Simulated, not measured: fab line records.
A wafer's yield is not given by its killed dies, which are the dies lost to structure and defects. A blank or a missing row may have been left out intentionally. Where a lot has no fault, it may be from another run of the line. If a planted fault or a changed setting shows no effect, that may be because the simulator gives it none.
Which tool did it?	flow nand_harc	Sampling: 13 lots, 39 wafers, 5 of 1159 route steps

WHAT THE GAUGES READ, wafer by wafer
NHARC_A_SLIT_OVL_MEAS_10. Usual: overlay_x_nm -0.1 nm, standard deviation 0.91; overlay_y_nm -0.2 nm, standard deviation 0.67.
lot	measured	on	overlay_x_nm (nm)	overlay_y_nm (nm)	flag
L688	day 14 21:13	overlay-01	0.4 0.8 0.8	-0.2 -0.8 -0.6	
L689	day 14 21:25	overlay-02	-0.3 -0.4 -0.8	0.7 0.9 0.4	
L687	day 14 22:21	overlay-02	-2.4 -1.3 -2.7	0.6 0.5 0.3	
L692	day 15 04:29	overlay-01	-1.3 -1.9 -1.1	-0.5 -0.4 -1.3	
L693	day 15 14:20	overlay-02	0.6 1.2 0.3	0.1 0.5 0.2	
L691	day 15 16:13	overlay-02	-0.1 0.2 -0.5	-0.1 0.0 0.4	
L695	day 16 20:59	overlay-02	-0.8 -1.0 -0.9	-0.1 -0.4 -0.4	
L701	day 17 06:01	overlay-01	-0.4 -0.2 -0.7	0.1 0.0 -0.1	
L707	day 18 22:21	overlay-02	-1.2 -0.6 -0.7	-0.7 -0.1 0.0	
L706	day 18 22:30	overlay-01	0.1 0.1 0.2	0.7 0.5 0.4	
L708	day 19 19:19	overlay-02	-0.3 0.1 -0.3	-1.4 -0.6 -1.2	
L709	day 20 02:11	overlay-01	-0.8 -1.0 -1.1	-1.2 -1.3 -0.8	
L710	day 20 02:20	overlay-01	-1.0 -0.7 -1.1	-0.7 -0.9 -0.9	

NHARC_END_SORT_01. Usual: killed_at_array 29, standard deviation 10; killed_at_other 0.7, standard deviation 1.1; killed_at_periphery 3.2, standard deviation 2.2; killed_dies 33, standard deviation 11; killed_open 3.5, standard deviation 1.8; killed_short 2.0, standard deviation 1.4.
lot	measured	on	killed_at_array	killed_at_other	killed_at_periphery	killed_dies	killed_open	killed_short	flag
L688	day 20 20:20	prober-02	36 38 41	1 0 0	7 2 4	44 40 45	6 3 2	3 1 1	
L693	day 21 18:05	prober-01	24 35 26	3 2 1	4 1 4	31 38 31	5 2 6	0 4 4	
L695	day 21 19:02	prober-02	29 33 29	1 2 2	6 8 7	36 43 38	6 6 2	0 3 0	
L706	day 24 14:30	prober-02	47 29 32	0 2 2	1 1 1	48 32 35	3 3 2	1 2 3	
L709	day 25 01:55	prober-01	21 23 27	2 0 0	5 4 3	28 27 30	1 4 6	3 1 1	

EACH LOT AND THE TOOL THAT RAN IT (in order: tool; ch and the chambers of the sampled wafers; start)
lot	NHARC_A_SLIT_STRIP_18	NHARC_A_WL_FILL_ETCHBACK_17	NHARC_A_WL_FILL_CVD_20
L688	rie_diel-12 ch 0,2,3, day 16 01:13 or earlier	rie_metal-01 ch 0,1, day 16 01:13	cvd_w-02 ch 0,1, day 20 20:20 or earlier
L689	rie_diel-05 ch 2,3, day 16 07:50 or earlier	rie_metal-02 ch 0,1, day 16 07:50	cvd_w-01 ch 0,1, no start
L687	rie_diel-05 ch 0,1,3, day 16 01:10 or earlier	rie_metal-02 ch 0,1, day 16 01:10	cvd_w-01 ch 0,1, no start
L692	rie_diel-12 ch 1,3, day 16 07:55 or earlier	rie_metal-01 ch 0,1, day 16 07:55	cvd_w-02 ch 0,1, no start
L693	rie_diel-05 ch 0,1, day 16 20:50 or earlier	rie_metal-03 ch 0,1, day 16 20:50	cvd_w-01 ch 0,1, day 21 18:05 or earlier
L691	rie_diel-05 ch 0,2,3, day 17 01:10 or earlier	rie_metal-02 ch 0,1, day 17 01:10	cvd_w-02 ch 0,1, no start
L695	rie_diel-06 ch 0,2, day 18 02:27 or earlier	rie_metal-02 ch 0, day 18 02:27	cvd_w-01 ch 0,1, day 21 19:02 or earlier
L701	rie_diel-12 ch 0,2,3, day 18 15:36 or earlier	rie_metal-03 ch 0,1, day 18 15:36	cvd_w-02 ch 0,1, no start
L707	rie_diel-06 ch 0,2,3, day 20 08:45 or earlier	rie_metal-03 ch 0,1, day 20 08:45	cvd_w-02 ch 0,1, no start
L706	rie_diel-05 ch 0,1,2, day 20 04:47 or earlier	rie_metal-01 ch 1, day 20 04:47	cvd_w-02 ch 0,1, day 24 14:30 or earlier
L708	rie_diel-12 ch 1,2,3, day 20 21:55 or earlier	rie_metal-03 ch 0,1, day 20 21:55	cvd_w-01 ch 0,1, no start
L709	rie_diel-05 ch 0,2,3, day 21 12:21 or earlier	rie_metal-03 ch 0,1, day 21 12:21	cvd_w-02 ch 0,1, day 25 01:55 or earlier
L710	rie_diel-05 ch 1,2,3, day 21 15:23 or earlier	rie_metal-01 ch 0,1, day 21 15:23	cvd_w-01 ch 0,1, no start
- NHARC_A_SLIT_STRIP_18: strips in O2.
- NHARC_A_WL_FILL_ETCHBACK_17: etches the open film in Cl2/BCl3, target depth 4 nm, time 26.7 s.
- NHARC_A_WL_FILL_CVD_20: deposits W, target thk 75 nm, time 5064 s.

AS READ BY THE TOOLS THEMSELVES (means over the sampled wafers that have a number; for cases with no such wafer, the mark the record gives instead)
NHARC_A_SLIT_STRIP_18. Usual: drypump_motor_current_A 5.5 A, standard deviation 0.56; o2_flow_sccm 500.1 sccm, standard deviation 1.4; oes_product_au 0.997 a.u., standard deviation 0.01; rf_vpp_V 57.6 V, standard deviation 0.83; showerhead_plenum_p_Torr 3.42 Torr, standard deviation 0.1; throttle_valve_pct 17.036 %, standard deviation 0.0084.
lot	tool	drypump_motor_current_A (A)	o2_flow_sccm (sccm)	oes_product_au (a.u.)	rf_vpp_V (V)	showerhead_plenum_p_Torr (Torr)	throttle_valve_pct (%)	flag
L688	rie_diel-12	5.8	500.4	0.992	57.6	3.32	17.033	
L689	rie_diel-05	5.5	500.2	1.013	57.0	3.48	17.043	
L687	rie_diel-05	5.4	500.8	1.006	57.0	3.42	17.043	
L692	rie_diel-12	5.0	500.5	0.992	58.0	3.38	17.033	
L693	rie_diel-05	5.1	499.5	1.004	57.4	3.45	17.035	
L691	rie_diel-05	5.5	499.7	1.004	58.0	3.45	17.036	
L695	rie_diel-06	5.8	501.0	0.994	58.3	3.40	17.035	
L701	rie_diel-12	5.9	498.5	0.993	57.0	3.32	17.033	
L707	rie_diel-06	5.4	499.1	1.000	58.1	3.50	17.039	
L706	rie_diel-05	5.2	499.2	0.991	57.8	3.48	17.047	
L708	rie_diel-12	5.5	501.8	0.997	57.1	3.37	17.045	
L709	rie_diel-05	5.5	499.5	1.011	57.9	3.45	17.038	
L710	rie_diel-05	5.6	499.6	1.004	57.0	3.44	17.031	

NHARC_A_WL_FILL_ETCHBACK_17. Usual: drypump_motor_current_A 5.77 A, standard deviation 0.22; oes_product_au 0.999 a.u., standard deviation 0.01; run_length_s 48.0 s, standard deviation 0.42.
lot	tool	drypump_motor_current_A (A)	oes_product_au (a.u.)	run_length_s (s)	flag
L688	rie_metal-01	5.89	1.012	48.1	
L689	rie_metal-02	5.74	0.991	48.0	
L687	rie_metal-02	5.74	0.996	47.9	
L692	rie_metal-01	5.94	1.008	47.6	
L693	rie_metal-03	5.49	1.010	48.3	
L691	rie_metal-02	5.81	0.988	40.7	OFF
L695	rie_metal-02	5.67	1.001	44.4	OFF
L701	rie_metal-03	5.63	1.002	48.6	
L707	rie_metal-03	5.49	0.997	48.4	
L706	rie_metal-01	6.00	0.992	47.7	
L708	rie_metal-03	5.66	0.999	48.6	
L709	rie_metal-03	5.66	0.994	48.5	
L710	rie_metal-01	5.95	1.008	48.0	

NHARC_A_WL_FILL_CVD_20. Usual: heater_power_w 500 W, standard deviation 76; throttle_valve_pct 7.94 %, standard deviation 0.17.
lot	tool	heater_power_w (W)	throttle_valve_pct (%)	flag
L688	cvd_w-02	436	8.01	
L689	cvd_w-01	518	7.97	
L687	cvd_w-01	559	7.85	
L692	cvd_w-02	443	7.94	
L693	cvd_w-01	514	7.84	
L691	cvd_w-02	433	7.82	
L695	cvd_w-01	509	7.91	
L701	cvd_w-02	433	7.90	
L707	cvd_w-02	475	8.05	
L706	cvd_w-02	438	8.06	
L708	cvd_w-01	516	7.88	
L709	cvd_w-02	481	7.93	
L710	cvd_w-01	565	7.74	

THE ANSWER, worked out from the rows above alone
Rule: lot off if the mean of its wafers having a number is beyond 3 standard deviations from the usual mean. Also off: a lot with no number at a reading for which 4 or more lots have one. Where the step has rows for the other lots, those lots are counted as sound. Order of review: gauges by route order, followed by the tools' own readings, for which a lot's mean as printed above is used. The first step at which some lot is off is used, and at that step the reading that is off furthest; a lot without a number counts as furthest.
Off, at NHARC_A_WL_FILL_ETCHBACK_17 on run_length_s: L691, L695.
A tool fits if, at that step or a process step before it, it ran every lot that is off, and no sound lot after the first of them. With no start given for some of its lots, NHARC_A_SLIT_STRIP_18 uses the hours and lot order of NHARC_A_WL_FILL_ETCHBACK_17. One fits: NHARC_A_WL_FILL_ETCHBACK_17 on rie_metal-02. Its last sound lot is L689 (day 16 07:50), its first lot that is off L691 (day 17 01:10): a fault that began between those two fits.
On the lots that are off, the tool's own readings at NHARC_A_WL_FILL_ETCHBACK_17 differ by more than 5 times the standard deviation of the sound lots' means, which bears it out; run_length_s reads 42.5 s there versus 48.2 s on the sound lots.

WHAT THE SIMULATOR HAD INSERTED
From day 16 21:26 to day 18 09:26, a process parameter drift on rie_metal-02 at NHARC_A_WL_FILL_ETCHBACK_17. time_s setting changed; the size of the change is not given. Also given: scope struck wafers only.
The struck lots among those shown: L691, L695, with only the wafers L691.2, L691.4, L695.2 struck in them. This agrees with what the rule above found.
